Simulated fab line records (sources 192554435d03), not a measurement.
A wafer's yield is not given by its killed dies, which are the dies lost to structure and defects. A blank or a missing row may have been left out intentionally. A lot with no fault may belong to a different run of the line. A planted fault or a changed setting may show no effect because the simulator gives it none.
Which tool is to blame? / flow n5-finfet / 72 wafers from 24 lots sampled at 6 of the route's 1938 steps

## WHAT THE GAUGES SHOWED, per wafer
N5_BEOL_M7_THK_MEAS_01.
lot=L075; measured=day 9 11:51; on=film-metro-01; M7_ILD_THK (nm)=152.4 155.2 153.5
lot=L074; measured=day 9 12:20; on=film-metro-01; M7_ILD_THK (nm)=152.0 153.7 154.6
lot=L076; measured=day 9 15:16; on=film-metro-02; M7_ILD_THK (nm)=153.0 153.5 153.8
lot=L077; measured=day 9 21:43; on=film-metro-01; M7_ILD_THK (nm)=151.5 152.4 153.7
lot=L078; measured=day 9 22:03; on=film-metro-01; M7_ILD_THK (nm)=158.0 156.0 157.7
lot=L079; measured=day 10 00:36; on=film-metro-02; M7_ILD_THK (nm)=150.8 152.1 155.1
lot=L080; measured=day 10 15:29; on=film-metro-02; M7_ILD_THK (nm)=154.0 154.0 157.9
lot=L081; measured=day 10 19:34; on=film-metro-01; M7_ILD_THK (nm)=153.6 155.3 157.9
lot=L082; measured=day 11 08:16; on=film-metro-01; M7_ILD_THK (nm)=153.4 156.1 155.3
lot=L083; measured=day 11 15:25; on=film-metro-02; M7_ILD_THK (nm)=154.2 154.0 156.8
lot=L084; measured=day 11 19:58; on=film-metro-01; M7_ILD_THK (nm)=155.6 156.2 157.7
lot=L085; measured=day 11 23:58; on=film-metro-02; M7_ILD_THK (nm)=155.5 158.2 158.2
lot=L087; measured=day 12 10:41; on=film-metro-02; M7_ILD_THK (nm)=153.6 151.9 157.7
lot=L088; measured=day 12 11:17; on=film-metro-01; M7_ILD_THK (nm)=155.1 155.2 156.1
lot=L089; measured=day 12 13:57; on=film-metro-01; M7_ILD_THK (nm)=152.8 154.2 153.4
lot=L086; measured=day 12 15:01; on=film-metro-01; M7_ILD_THK (nm)=152.8 155.0 154.4
lot=L090; measured=day 13 01:37; on=film-metro-02; M7_ILD_THK (nm)=154.3 154.9 156.6
lot=L092; measured=day 13 14:56; on=film-metro-01; M7_ILD_THK (nm)=154.9 155.0 156.4
lot=L091; measured=day 13 17:16; on=film-metro-02; M7_ILD_THK (nm)=155.8 154.8 154.6
lot=L093; measured=day 13 18:12; on=film-metro-01; M7_ILD_THK (nm)=153.7 155.1 156.1
lot=L095; measured=day 14 03:40; on=film-metro-02; M7_ILD_THK (nm)=151.5 150.8 153.1
lot=L094; measured=day 14 04:36; on=film-metro-01; M7_ILD_THK (nm)=151.6 150.6 155.0
lot=L096; measured=day 14 11:54; on=film-metro-02; M7_ILD_THK (nm)=155.2 156.4 158.4
lot=L097; measured=day 14 16:02; on=film-metro-01; M7_ILD_THK (nm)=154.9 153.9 155.6

N5_BEOL_M7_CD_MEAS_11 targets a cd of 38.5 nm.
lot=L075; measured=day 9 12:27; on=cd-sem-03; cd-nm (nm)=39.1 38.6 38.2
lot=L074; measured=day 9 14:15; on=cd-sem-01; cd-nm (nm)=39.0 38.1 38.9
lot=L076; measured=day 9 17:28; on=cd-sem-01; cd-nm (nm)=38.3 38.6 38.5
lot=L077; measured=day 9 22:23; on=cd-sem-03; cd-nm (nm)=38.5 38.6 38.1
lot=L078; measured=day 10 00:01; on=cd-sem-02; cd-nm (nm)=39.1 38.9 39.1
lot=L079; measured=day 10 03:41; on=cd-sem-02; cd-nm (nm)=38.1 38.7 38.2
lot=L080; measured=day 10 16:05; on=cd-sem-03; cd-nm (nm)=38.8 38.7 38.4
lot=L081; measured=day 10 22:12; on=cd-sem-01; cd-nm (nm)=37.7 37.8 37.5
lot=L082; measured=day 11 12:07; on=cd-sem-01; cd-nm (nm)=37.9 38.0 38.8
lot=L083; measured=day 11 16:01; on=cd-sem-01; cd-nm (nm)=38.2 38.3 37.9
lot=L084; measured=day 11 22:26; on=cd-sem-03; cd-nm (nm)=38.5 38.5 38.2
lot=L085; measured=day 12 04:37; on=cd-sem-01; cd-nm (nm)=39.1 37.9 38.5
lot=L087; measured=day 12 11:40; on=cd-sem-02; cd-nm (nm)=38.4 38.3 38.3
lot=L088; measured=day 12 12:02; on=cd-sem-02; cd-nm (nm)=38.6 37.7 37.8
lot=L089; measured=day 12 15:44; on=cd-sem-03; cd-nm (nm)=37.5 38.6 37.9
lot=L086; measured=day 12 15:55; on=cd-sem-03; cd-nm (nm)=38.2 37.9 37.7
lot=L090; measured=day 13 02:26; on=cd-sem-02; cd-nm (nm)=38.5 38.3 38.5
lot=L092; measured=day 13 16:16; on=cd-sem-03; cd-nm (nm)=38.1 37.9 38.1
lot=L091; measured=day 13 19:13; on=cd-sem-03; cd-nm (nm)=37.4 38.6 37.5
lot=L093; measured=day 13 19:42; on=cd-sem-03; cd-nm (nm)=38.0 37.9 39.1
lot=L095; measured=day 14 04:47; on=cd-sem-01; cd-nm (nm)=38.7 38.4 38.6
lot=L094; measured=day 14 05:54; on=cd-sem-03; cd-nm (nm)=38.7 38.2 38.4
lot=L096; measured=day 14 14:22; on=cd-sem-01; cd-nm (nm)=38.4 38.8 38.3
lot=L097; measured=day 14 16:49; on=cd-sem-02; cd-nm (nm)=38.3 38.3 37.6

N5_BEOL_M7_CD_MEAS_28 targets a cd of 40 nm.
lot=L075; measured=day 9 13:26; on=cd-sem-01; cd-nm (nm)=39.88 40.48 39.99
lot=L074; measured=day 9 16:48; on=cd-sem-03; cd-nm (nm)=39.86 39.74 40.08
lot=L076; measured=day 9 18:56; on=cd-sem-02; cd-nm (nm)=40.06 40.06 40.17
lot=L077; measured=day 9 23:22; on=cd-sem-03; cd-nm (nm)=39.99 39.64 39.67
lot=L078; measured=day 10 02:35; on=cd-sem-02; cd-nm (nm)=40.20 39.71 40.18
lot=L079; measured=day 10 04:50; on=cd-sem-02; cd-nm (nm)=39.93 40.13 40.15
lot=L080; measured=day 10 17:10; on=cd-sem-03; cd-nm (nm)=39.87 40.03 40.28
lot=L081; measured=day 11 01:23; on=cd-sem-03; cd-nm (nm)=40.23 39.99 40.13
lot=L082; measured=day 11 14:11; on=cd-sem-03; cd-nm (nm)=39.92 39.80 40.28
lot=L083; measured=day 11 18:04; on=cd-sem-02; cd-nm (nm)=40.20 39.82 40.24
lot=L084; measured=day 12 03:35; on=cd-sem-01; cd-nm (nm)=39.83 40.08 40.25
lot=L085; measured=day 12 07:12; on=cd-sem-01; cd-nm (nm)=39.95 39.68 39.89
lot=L087; measured=day 12 14:28; on=cd-sem-01; cd-nm (nm)=39.88 39.65 40.26
lot=L088; measured=day 12 15:05; on=cd-sem-03; cd-nm (nm)=40.04 40.71 40.04
lot=L089; measured=day 12 18:23; on=cd-sem-01; cd-nm (nm)=40.08 39.94 39.79
lot=L086; measured=day 12 18:52; on=cd-sem-03; cd-nm (nm)=40.11 40.02 39.73
lot=L090; measured=day 13 04:07; on=cd-sem-01; cd-nm (nm)=40.00 40.21 39.76
lot=L092; measured=day 13 18:15; on=cd-sem-01; cd-nm (nm)=40.24 40.03 39.94
lot=L091; measured=day 13 20:24; on=cd-sem-03; cd-nm (nm)=40.34 39.98 40.17
lot=L093; measured=day 13 22:01; on=cd-sem-02; cd-nm (nm)=40.37 39.99 40.17
lot=L095; measured=day 14 05:49; on=cd-sem-02; cd-nm (nm)=40.27 39.71 40.28
lot=L094; measured=day 14 07:14; on=cd-sem-02; cd-nm (nm)=40.68 40.01 40.69
lot=L096; measured=day 14 15:22; on=cd-sem-03; cd-nm (nm)=40.06 40.29 39.79
lot=L097; measured=day 14 19:38; on=cd-sem-01; cd-nm (nm)=39.76 40.10 39.89

N5_BEOL_M7_INSPECT_58: inspects for defects (darkfield).
lot=L075; measured=day 9 17:47; on=defect-inspect-02; raw-defect-count=58 69 44
lot=L074; measured=day 9 20:56; on=defect-inspect-01; raw-defect-count=101 78 78
lot=L076; measured=day 9 22:20; on=defect-inspect-01; raw-defect-count=65 50 81
lot=L077; measured=day 10 03:56; on=defect-inspect-02; raw-defect-count=89 107 104
lot=L078; measured=day 10 06:14; on=defect-inspect-02; raw-defect-count=60 66 54
lot=L079; measured=day 10 08:37; on=defect-inspect-02; raw-defect-count=84 131 89
lot=L080; measured=day 10 22:02; on=defect-inspect-01; raw-defect-count=67 108 67
lot=L081; measured=day 11 04:48; on=defect-inspect-01; raw-defect-count=101 85 90
lot=L082; measured=day 11 17:08; on=defect-inspect-02; raw-defect-count=76 59 115
lot=L083; measured=day 11 22:41; on=defect-inspect-01; raw-defect-count=88 53 72
lot=L084; measured=day 12 06:46; on=defect-inspect-01; raw-defect-count=92 104 82
lot=L085; measured=day 12 09:50; on=defect-inspect-01; raw-defect-count=67 43 57
lot=L087; measured=day 12 20:16; on=defect-inspect-01; raw-defect-count=60 90 99
lot=L088; measured=day 12 20:31; on=defect-inspect-02; raw-defect-count=59 58 47
lot=L089; measured=day 12 23:04; on=defect-inspect-01; raw-defect-count=85 87 52
lot=L086; measured=day 13 00:02; on=defect-inspect-02; raw-defect-count=62 61 65
lot=L090; measured=day 13 07:22; on=defect-inspect-01; raw-defect-count=59 51 43
lot=L092; measured=day 13 21:23; on=defect-inspect-01; raw-defect-count=78 42 97
lot=L091; measured=day 14 00:07; on=defect-inspect-02; raw-defect-count=76 57 85
lot=L093; measured=day 14 01:11; on=defect-inspect-01; raw-defect-count=55 21 53
lot=L095; measured=day 14 09:22; on=defect-inspect-02; raw-defect-count=91 81 118
lot=L094; measured=day 14 11:29; on=defect-inspect-01; raw-defect-count=96 85 69
lot=L096; measured=day 14 18:31; on=defect-inspect-01; raw-defect-count=103 84 76
lot=L097; measured=day 14 22:58; on=defect-inspect-02; raw-defect-count=70 74 84

## EACH LOT AND THE TOOL THAT RAN IT (in order: tool; ch and the chambers of the sampled wafers; start)
lot=L075; N5_BEOL_M7_STRIP_67=rie-diel-02 ch 1,2,3, day 9 12:55; N5_BEOL_M7_ETCH_66=rie-diel-06 ch 0,1, day 9 13:38
lot=L074; N5_BEOL_M7_STRIP_67=rie-diel-06 ch 0,3, day 9 14:37; N5_BEOL_M7_ETCH_66=rie-diel-06 ch 0,2,3, day 9 17:08
lot=L076; N5_BEOL_M7_STRIP_67=rie-diel-06 ch 2,3, day 9 17:48; N5_BEOL_M7_ETCH_66=rie-diel-02 ch 0,2, day 9 19:08
lot=L077; N5_BEOL_M7_STRIP_67=rie-diel-02 ch 0,1,3, day 9 22:43; N5_BEOL_M7_ETCH_66=rie-diel-04 ch 2,3, day 9 23:34
lot=L078; N5_BEOL_M7_STRIP_67=rie-diel-02 ch 2,3, day 10 00:20; N5_BEOL_M7_ETCH_66=rie-diel-06 ch 0,1, day 10 02:47
lot=L079; N5_BEOL_M7_STRIP_67=rie-diel-06 ch 1,2,3, day 10 04:01; N5_BEOL_M7_ETCH_66=rie-diel-02 ch 1,2, day 10 05:02
lot=L080; N5_BEOL_M7_STRIP_67=rie-diel-04 ch 1,3, day 10 16:34; N5_BEOL_M7_ETCH_66=rie-diel-02 ch 0,1, day 10 17:22
lot=L081; N5_BEOL_M7_STRIP_67=rie-diel-02 ch 0,1,2, day 10 22:38; N5_BEOL_M7_ETCH_66=rie-diel-02 ch 0,2, day 11 01:35
lot=L082; N5_BEOL_M7_STRIP_67=rie-diel-06 ch 0,1, day 11 12:29; N5_BEOL_M7_ETCH_66=rie-diel-02 ch 1,2,3, day 11 14:23
lot=L083; N5_BEOL_M7_STRIP_67=rie-diel-06 ch 0,2,3, day 11 16:36; N5_BEOL_M7_ETCH_66=rie-diel-02 ch 1,2,3, day 11 18:20
lot=L084; N5_BEOL_M7_STRIP_67=rie-diel-02 ch 1,2,3, day 11 22:46; N5_BEOL_M7_ETCH_66=rie-diel-02 ch 1,2,3, day 12 03:47
lot=L085; N5_BEOL_M7_STRIP_67=rie-diel-06 ch 0,1,2, day 12 04:56; N5_BEOL_M7_ETCH_66=rie-diel-02 ch 0,2,3, day 12 07:24
lot=L087; N5_BEOL_M7_STRIP_67=rie-diel-06 ch 1,2, day 12 13:42; N5_BEOL_M7_ETCH_66=rie-diel-02 ch 0,1,2, day 12 16:35
lot=L088; N5_BEOL_M7_STRIP_67=rie-diel-02 ch 1,2, day 12 14:15; N5_BEOL_M7_ETCH_66=rie-diel-02 ch 0,1,3, day 12 17:03
lot=L089; N5_BEOL_M7_STRIP_67=rie-diel-06 ch 0,2,3, day 12 17:41; N5_BEOL_M7_ETCH_66=rie-diel-02 ch 0,1,2, day 12 20:27
lot=L086; N5_BEOL_M7_STRIP_67=rie-diel-06 ch 0,2,3, day 12 18:10; N5_BEOL_M7_ETCH_66=rie-diel-06 ch 2,3, day 12 21:07
lot=L090; N5_BEOL_M7_STRIP_67=rie-diel-06 ch 0,3, day 13 03:16; N5_BEOL_M7_ETCH_66=rie-diel-02 ch 0,2, day 13 04:19
lot=L092; N5_BEOL_M7_STRIP_67=rie-diel-04 ch 0,1, day 13 16:35; N5_BEOL_M7_ETCH_66=rie-diel-06 ch 0,3, day 13 18:31
lot=L091; N5_BEOL_M7_STRIP_67=rie-diel-04 ch 0,1,3, day 13 19:32; N5_BEOL_M7_ETCH_66=rie-diel-06 ch 0,2,3, day 13 20:36
lot=L093; N5_BEOL_M7_STRIP_67=rie-diel-04 ch 0,1,3, day 13 20:02; N5_BEOL_M7_ETCH_66=rie-diel-06 ch 0,1, day 13 22:13
lot=L095; N5_BEOL_M7_STRIP_67=rie-diel-06 ch 1,3, day 14 05:07; N5_BEOL_M7_ETCH_66=rie-diel-02 ch 0,2,3, day 14 06:01
lot=L094; N5_BEOL_M7_STRIP_67=rie-diel-06 ch 0,1,3, day 14 06:20; N5_BEOL_M7_ETCH_66=rie-diel-02 ch 0,2,3, day 14 07:26
lot=L096; N5_BEOL_M7_STRIP_67=rie-diel-06 ch 0,3, day 14 14:41; N5_BEOL_M7_ETCH_66=rie-diel-02 ch 1,2, day 14 15:35
lot=L097; N5_BEOL_M7_STRIP_67=rie-diel-04 ch 0,1, day 14 17:23; N5_BEOL_M7_ETCH_66=rie-diel-06 ch 2,3, day 14 20:07
- N5_BEOL_M7_STRIP_67: strips in CF4.
- N5_BEOL_M7_ETCH_66: etches SOC in N2/H2, target depth 80 nm, overetch 16 nm, time 120 s.

## WHAT THE TOOLS THEMSELVES READ (means of the sampled wafers that have a number; where no wafer has one, the mark that the record gives instead)
N5_BEOL_M7_STRIP_67.
lot=L075; tool=rie-diel-02; cf4-flow-sccm (sccm)=149.8; drypump-motor-current-A (A)=5.60; oes-product-au (a.u.)=0.72; rf-vpp-V (V)=270.8; showerhead-plenum-p-Torr (Torr)=1.78; throttle-valve-pct (%)=13.77
lot=L074; tool=rie-diel-06; cf4-flow-sccm (sccm)=150.4; drypump-motor-current-A (A)=5.96; oes-product-au (a.u.)=0.72; rf-vpp-V (V)=271.2; showerhead-plenum-p-Torr (Torr)=1.81; throttle-valve-pct (%)=13.94
lot=L076; tool=rie-diel-06; cf4-flow-sccm (sccm)=150.0; drypump-motor-current-A (A)=6.02; oes-product-au (a.u.)=0.78; rf-vpp-V (V)=271.1; showerhead-plenum-p-Torr (Torr)=1.79; throttle-valve-pct (%)=13.73
lot=L077; tool=rie-diel-02; cf4-flow-sccm (sccm)=149.7; drypump-motor-current-A (A)=5.84; oes-product-au (a.u.)=0.71; rf-vpp-V (V)=271.4; showerhead-plenum-p-Torr (Torr)=1.80; throttle-valve-pct (%)=13.90
lot=L078; tool=rie-diel-02; cf4-flow-sccm (sccm)=150.1; drypump-motor-current-A (A)=5.41; oes-product-au (a.u.)=0.74; rf-vpp-V (V)=271.0; showerhead-plenum-p-Torr (Torr)=1.76; throttle-valve-pct (%)=13.60
lot=L079; tool=rie-diel-06; cf4-flow-sccm (sccm)=149.8; drypump-motor-current-A (A)=5.95; oes-product-au (a.u.)=0.74; rf-vpp-V (V)=271.7; showerhead-plenum-p-Torr (Torr)=1.81; throttle-valve-pct (%)=13.74
lot=L080; tool=rie-diel-04; cf4-flow-sccm (sccm)=149.8; drypump-motor-current-A (A)=5.73; oes-product-au (a.u.)=0.78; rf-vpp-V (V)=271.5; showerhead-plenum-p-Torr (Torr)=1.81; throttle-valve-pct (%)=13.75
lot=L081; tool=rie-diel-02; cf4-flow-sccm (sccm)=150.0; drypump-motor-current-A (A)=5.75; oes-product-au (a.u.)=0.73; rf-vpp-V (V)=270.4; showerhead-plenum-p-Torr (Torr)=1.76; throttle-valve-pct (%)=13.77
lot=L082; tool=rie-diel-06; cf4-flow-sccm (sccm)=150.2; drypump-motor-current-A (A)=5.89; oes-product-au (a.u.)=0.97; rf-vpp-V (V)=271.7; showerhead-plenum-p-Torr (Torr)=1.84; throttle-valve-pct (%)=13.42
lot=L083; tool=rie-diel-06; cf4-flow-sccm (sccm)=150.1; drypump-motor-current-A (A)=5.91; oes-product-au (a.u.)=0.82; rf-vpp-V (V)=270.8; showerhead-plenum-p-Torr (Torr)=1.81; throttle-valve-pct (%)=13.69
lot=L084; tool=rie-diel-02; cf4-flow-sccm (sccm)=150.3; drypump-motor-current-A (A)=5.60; oes-product-au (a.u.)=0.80; rf-vpp-V (V)=271.1; showerhead-plenum-p-Torr (Torr)=1.78; throttle-valve-pct (%)=13.61
lot=L085; tool=rie-diel-06; cf4-flow-sccm (sccm)=150.1; drypump-motor-current-A (A)=5.85; oes-product-au (a.u.)=0.86; rf-vpp-V (V)=271.9; showerhead-plenum-p-Torr (Torr)=1.84; throttle-valve-pct (%)=13.53
lot=L087; tool=rie-diel-06; cf4-flow-sccm (sccm)=150.2; drypump-motor-current-A (A)=5.88; oes-product-au (a.u.)=0.85; rf-vpp-V (V)=271.6; showerhead-plenum-p-Torr (Torr)=1.84; throttle-valve-pct (%)=13.42
lot=L088; tool=rie-diel-02; cf4-flow-sccm (sccm)=150.3; drypump-motor-current-A (A)=5.68; oes-product-au (a.u.)=0.71; rf-vpp-V (V)=270.4; showerhead-plenum-p-Torr (Torr)=1.75; throttle-valve-pct (%)=13.85
lot=L089; tool=rie-diel-06; cf4-flow-sccm (sccm)=149.7; drypump-motor-current-A (A)=5.91; oes-product-au (a.u.)=0.80; rf-vpp-V (V)=271.0; showerhead-plenum-p-Torr (Torr)=1.81; throttle-valve-pct (%)=13.71
lot=L086; tool=rie-diel-06; cf4-flow-sccm (sccm)=150.1; drypump-motor-current-A (A)=5.92; oes-product-au (a.u.)=0.80; rf-vpp-V (V)=271.6; showerhead-plenum-p-Torr (Torr)=1.81; throttle-valve-pct (%)=13.71
lot=L090; tool=rie-diel-06; cf4-flow-sccm (sccm)=149.9; drypump-motor-current-A (A)=6.03; oes-product-au (a.u.)=0.82; rf-vpp-V (V)=271.1; showerhead-plenum-p-Torr (Torr)=1.77; throttle-valve-pct (%)=13.69
lot=L092; tool=rie-diel-04; cf4-flow-sccm (sccm)=149.7; drypump-motor-current-A (A)=6.12; oes-product-au (a.u.)=0.83; rf-vpp-V (V)=273.1; showerhead-plenum-p-Torr (Torr)=1.88; throttle-valve-pct (%)=13.72
lot=L091; tool=rie-diel-04; cf4-flow-sccm (sccm)=150.0; drypump-motor-current-A (A)=5.85; oes-product-au (a.u.)=0.77; rf-vpp-V (V)=272.7; showerhead-plenum-p-Torr (Torr)=1.84; throttle-valve-pct (%)=13.83
lot=L093; tool=rie-diel-04; cf4-flow-sccm (sccm)=149.9; drypump-motor-current-A (A)=5.83; oes-product-au (a.u.)=0.78; rf-vpp-V (V)=271.8; showerhead-plenum-p-Torr (Torr)=1.84; throttle-valve-pct (%)=13.84
lot=L095; tool=rie-diel-06; cf4-flow-sccm (sccm)=149.8; drypump-motor-current-A (A)=6.00; oes-product-au (a.u.)=0.85; rf-vpp-V (V)=271.9; showerhead-plenum-p-Torr (Torr)=1.80; throttle-valve-pct (%)=13.41
lot=L094; tool=rie-diel-06; cf4-flow-sccm (sccm)=149.7; drypump-motor-current-A (A)=5.98; oes-product-au (a.u.)=0.85; rf-vpp-V (V)=271.1; showerhead-plenum-p-Torr (Torr)=1.80; throttle-valve-pct (%)=13.53
lot=L096; tool=rie-diel-06; cf4-flow-sccm (sccm)=150.2; drypump-motor-current-A (A)=5.94; oes-product-au (a.u.)=0.84; rf-vpp-V (V)=271.5; showerhead-plenum-p-Torr (Torr)=1.80; throttle-valve-pct (%)=13.65
lot=L097; tool=rie-diel-04; cf4-flow-sccm (sccm)=150.2; drypump-motor-current-A (A)=6.09; oes-product-au (a.u.)=0.83; rf-vpp-V (V)=272.5; showerhead-plenum-p-Torr (Torr)=1.88; throttle-valve-pct (%)=13.74

N5_BEOL_M7_ETCH_66.
lot=L075; tool=rie-diel-06; drypump-motor-current-A (A)=5.92; oes-product-au (a.u.)=0.54; rf-vpp-V (V)=525.4; showerhead-plenum-p-Torr (Torr)=2.61; throttle-valve-pct (%)=17.94
lot=L074; tool=rie-diel-06; drypump-motor-current-A (A)=5.93; oes-product-au (a.u.)=0.56; rf-vpp-V (V)=524.6; showerhead-plenum-p-Torr (Torr)=2.57; throttle-valve-pct (%)=18.01
lot=L076; tool=rie-diel-02; drypump-motor-current-A (A)=5.83; oes-product-au (a.u.)=0.58; rf-vpp-V (V)=523.0; showerhead-plenum-p-Torr (Torr)=2.50; throttle-valve-pct (%)=17.95
lot=L077; tool=rie-diel-04; drypump-motor-current-A (A)=5.59; oes-product-au (a.u.)=0.59; rf-vpp-V (V)=522.8; showerhead-plenum-p-Torr (Torr)=2.51; throttle-valve-pct (%)=17.85
lot=L078; tool=rie-diel-06; drypump-motor-current-A (A)=5.86; oes-product-au (a.u.)=0.53; rf-vpp-V (V)=526.0; showerhead-plenum-p-Torr (Torr)=2.60; throttle-valve-pct (%)=18.02
lot=L079; tool=rie-diel-02; drypump-motor-current-A (A)=5.49; oes-product-au (a.u.)=0.57; rf-vpp-V (V)=521.8; showerhead-plenum-p-Torr (Torr)=2.47; throttle-valve-pct (%)=17.85
lot=L080; tool=rie-diel-02; drypump-motor-current-A (A)=6.03; oes-product-au (a.u.)=0.57; rf-vpp-V (V)=523.0; showerhead-plenum-p-Torr (Torr)=2.52; throttle-valve-pct (%)=18.09
lot=L081; tool=rie-diel-02; drypump-motor-current-A (A)=5.84; oes-product-au (a.u.)=0.58; rf-vpp-V (V)=522.3; showerhead-plenum-p-Torr (Torr)=2.50; throttle-valve-pct (%)=17.97
lot=L082; tool=rie-diel-02; drypump-motor-current-A (A)=5.62; oes-product-au (a.u.)=0.62; rf-vpp-V (V)=522.5; showerhead-plenum-p-Torr (Torr)=2.51; throttle-valve-pct (%)=17.83
lot=L083; tool=rie-diel-02; drypump-motor-current-A (A)=5.59; oes-product-au (a.u.)=0.62; rf-vpp-V (V)=522.9; showerhead-plenum-p-Torr (Torr)=2.51; throttle-valve-pct (%)=17.82
lot=L084; tool=rie-diel-02; drypump-motor-current-A (A)=5.62; oes-product-au (a.u.)=0.61; rf-vpp-V (V)=522.0; showerhead-plenum-p-Torr (Torr)=2.51; throttle-valve-pct (%)=17.82
lot=L085; tool=rie-diel-02; drypump-motor-current-A (A)=5.66; oes-product-au (a.u.)=0.62; rf-vpp-V (V)=523.6; showerhead-plenum-p-Torr (Torr)=2.52; throttle-valve-pct (%)=17.81
lot=L087; tool=rie-diel-02; drypump-motor-current-A (A)=5.77; oes-product-au (a.u.)=0.56; rf-vpp-V (V)=523.5; showerhead-plenum-p-Torr (Torr)=2.49; throttle-valve-pct (%)=18.00
lot=L088; tool=rie-diel-02; drypump-motor-current-A (A)=5.87; oes-product-au (a.u.)=0.60; rf-vpp-V (V)=523.8; showerhead-plenum-p-Torr (Torr)=2.53; throttle-valve-pct (%)=17.96
lot=L089; tool=rie-diel-02; drypump-motor-current-A (A)=5.78; oes-product-au (a.u.)=0.55; rf-vpp-V (V)=523.2; showerhead-plenum-p-Torr (Torr)=2.48; throttle-valve-pct (%)=18.00
lot=L086; tool=rie-diel-06; drypump-motor-current-A (A)=5.90; oes-product-au (a.u.)=0.57; rf-vpp-V (V)=525.4; showerhead-plenum-p-Torr (Torr)=2.57; throttle-valve-pct (%)=18.02
lot=L090; tool=rie-diel-02; drypump-motor-current-A (A)=5.83; oes-product-au (a.u.)=0.57; rf-vpp-V (V)=522.6; showerhead-plenum-p-Torr (Torr)=2.49; throttle-valve-pct (%)=18.00
lot=L092; tool=rie-diel-06; drypump-motor-current-A (A)=6.06; oes-product-au (a.u.)=0.62; rf-vpp-V (V)=522.0; showerhead-plenum-p-Torr (Torr)=2.49; throttle-valve-pct (%)=17.89
lot=L091; tool=rie-diel-06; drypump-motor-current-A (A)=5.92; oes-product-au (a.u.)=0.61; rf-vpp-V (V)=524.1; showerhead-plenum-p-Torr (Torr)=2.55; throttle-valve-pct (%)=17.93
lot=L093; tool=rie-diel-06; drypump-motor-current-A (A)=5.91; oes-product-au (a.u.)=0.68; rf-vpp-V (V)=524.8; showerhead-plenum-p-Torr (Torr)=2.60; throttle-valve-pct (%)=17.54
lot=L095; tool=rie-diel-02; drypump-motor-current-A (A)=5.67; oes-product-au (a.u.)=0.60; rf-vpp-V (V)=523.1; showerhead-plenum-p-Torr (Torr)=2.51; throttle-valve-pct (%)=17.84
lot=L094; tool=rie-diel-02; drypump-motor-current-A (A)=5.67; oes-product-au (a.u.)=0.61; rf-vpp-V (V)=523.4; showerhead-plenum-p-Torr (Torr)=2.51; throttle-valve-pct (%)=17.84
lot=L096; tool=rie-diel-02; drypump-motor-current-A (A)=5.70; oes-product-au (a.u.)=0.67; rf-vpp-V (V)=521.5; showerhead-plenum-p-Torr (Torr)=2.47; throttle-valve-pct (%)=17.74
lot=L097; tool=rie-diel-06; drypump-motor-current-A (A)=5.91; oes-product-au (a.u.)=0.55; rf-vpp-V (V)=524.3; showerhead-plenum-p-Torr (Torr)=2.56; throttle-valve-pct (%)=18.06

## THE ANSWER, worked out from the rows above alone
Rule: what is usual is taken from the lots themselves. Put in order of their means at a reading, lots are off if they are a third of the lots or fewer, leave a main group of 4 or more, and stand apart from it by a gap of 3 or more times the standard deviation of the main group's means; of several such gaps the widest counts. A main group whose means are all the same, to the digits that the tables above print for the reading, isn't used. Also off: a lot with no number at a reading for which 4 or more lots have one. Any other lot the step has rows for is counted as sound. The gauges are gone through in route order, then the tools' own readings, and for those a lot's mean is taken as printed above. At the first step where some lot is off, the reading lying furthest off is the one used; lots without a number count as furthest.
Across all readings shown, no lot is off: no conclusion can be drawn from this.

## WHAT WAS PUT IN BY THE SIMULATOR
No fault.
